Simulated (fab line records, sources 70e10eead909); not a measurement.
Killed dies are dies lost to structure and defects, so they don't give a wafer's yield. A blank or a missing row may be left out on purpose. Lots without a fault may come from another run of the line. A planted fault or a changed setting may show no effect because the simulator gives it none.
Chamber matching | flow nand_harc | NHARC_A_CHANNEL_FILL_D1_ALD_14 on ald_hk-01: 4 sister chambers
The step deposits SiO2, target thk 2.5 nm, pulse time 10 s, ald cycles 25. 8 wafers are shown with their chamber, then 10 later ones without.

WAFERS WITH THEIR CHAMBER
wafer  | chamber | heater_power_w (W) | precursor_pulse_height_rel
L076.4 | 0       | 378                | 0.974
L079.3 | 1       | 526                | 1.001
L079.5 | 2       | 438                | 1.000
L081.1 | 3       | 576                | 0.997
L081.4 | 0       | 384                | 0.964
L081.5 | 2       | 442                | 0.975
L083.3 | 1       | 523                | 1.022
L083.4 | 3       | 574                | 0.982

WAFERS WITHOUT THEIR CHAMBER
wafer  | heater_power_w (W) | precursor_pulse_height_rel
L083.5 | 449                | 0.991
L084.1 | 441                | 0.997
L084.4 | 521                | 0.984
L084.5 | 376                | 0.986
L095.3 | 373                | 0.985
L095.4 | 460                | 0.977
L095.6 | 387                | 1.009
L097.3 | 600                | 0.973
L097.5 | 455                | 0.977
L097.6 | 577                | 1.005

WHICH CHAMBER EACH WENT THROUGH
wafer  | from the rows above | in truth
L083.5 | 2                   | 2
L084.1 | 2                   | 2
L084.4 | 1                   | 1
L084.5 | 0                   | 0
L095.3 | 0                   | 0
L095.4 | 2                   | 2
L095.6 | 0                   | 0
L097.3 | 3                   | 3
L097.5 | 2                   | 2
L097.6 | 3                   | 3
Placed correctly: 10 of 10. Can't be placed from these rows: 0. Placed wrongly: 0.
How it was worked out, from the rows above alone: a wafer's distance from a chamber is the root of the sum, over the readings, of the square of ((its reading less the chamber's mean) divided by the reading's scatter). The wafer belongs to the nearest chamber; if the next one is less than 2 further off, it can't be placed. A chamber's mean is the mean of its shown wafers. The scatter: the root of (the sum of the squares of (reading less its chamber's mean) over the shown wafers, divided by (wafers less chambers)).
